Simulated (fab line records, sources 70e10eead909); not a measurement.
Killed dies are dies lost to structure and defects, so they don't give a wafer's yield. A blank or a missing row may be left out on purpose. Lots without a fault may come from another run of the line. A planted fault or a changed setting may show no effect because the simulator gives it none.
Chamber matching | flow nand_harc | NHARC_P_CONTACT_ALD_22 on ald_metal-04: 4 sister chambers
The step deposits TiN, target thk 3 nm, pulse time 1 s, ald cycles 150. 8 wafers are shown with their chamber, then 9 later ones without.

WAFERS WITH THEIR CHAMBER
wafer  | chamber | heater_power_w (W) | precursor_pulse_height_rel
L077.3 | 1       | 951                | 0.976
L080.2 | 2       | 1558               | 0.999
L083.1 | 3       | 1011               | 1.017
L083.3 | 1       | 959                | 0.984
L083.5 | 0       | 1212               | 1.014
L083.2 | 2       | 1599               | 1.014
L083.4 | 0       | 1237               | 0.994
L083.6 | 3       | 998                | 1.000

WAFERS WITHOUT THEIR CHAMBER
wafer  | heater_power_w (W) | precursor_pulse_height_rel
L087.1 | 1587               | 1.013
L087.2 | 1221               | 0.992
L087.4 | 959                | 0.981
L092.1 | 961                | 0.984
L092.3 | 1226               | 1.011
L092.4 | 947                | 0.993
L095.3 | 946                | 0.995
L095.5 | 957                | 1.008
L095.6 | 1488               | 1.016

WHICH CHAMBER EACH WENT THROUGH
wafer  | from the rows above     | in truth
L087.1 | 2                       | 2
L087.2 | 0                       | 0
L087.4 | 1                       | 1
L092.1 | 1                       | 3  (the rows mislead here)
L092.3 | 0                       | 0
L092.4 | 1                       | 1
L095.3 | 1                       | 1
L095.5 | can't be placed: 1 or 3 | 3
L095.6 | 2                       | 2
Placed correctly: 7 of 9. Can't be placed from these rows: 1 (the true chamber is among the candidates in 1). Placed wrongly: 1.
How it was worked out, from the rows above alone: a wafer's distance from a chamber is the root of the sum, over the readings, of the square of ((its reading less the chamber's mean) divided by the reading's scatter). The wafer belongs to the nearest chamber; if the next one is less than 2 further off, it can't be placed. A chamber's mean is the mean of its shown wafers. The scatter: the root of (the sum of the squares of (reading less its chamber's mean) over the shown wafers, divided by (wafers less chambers)).
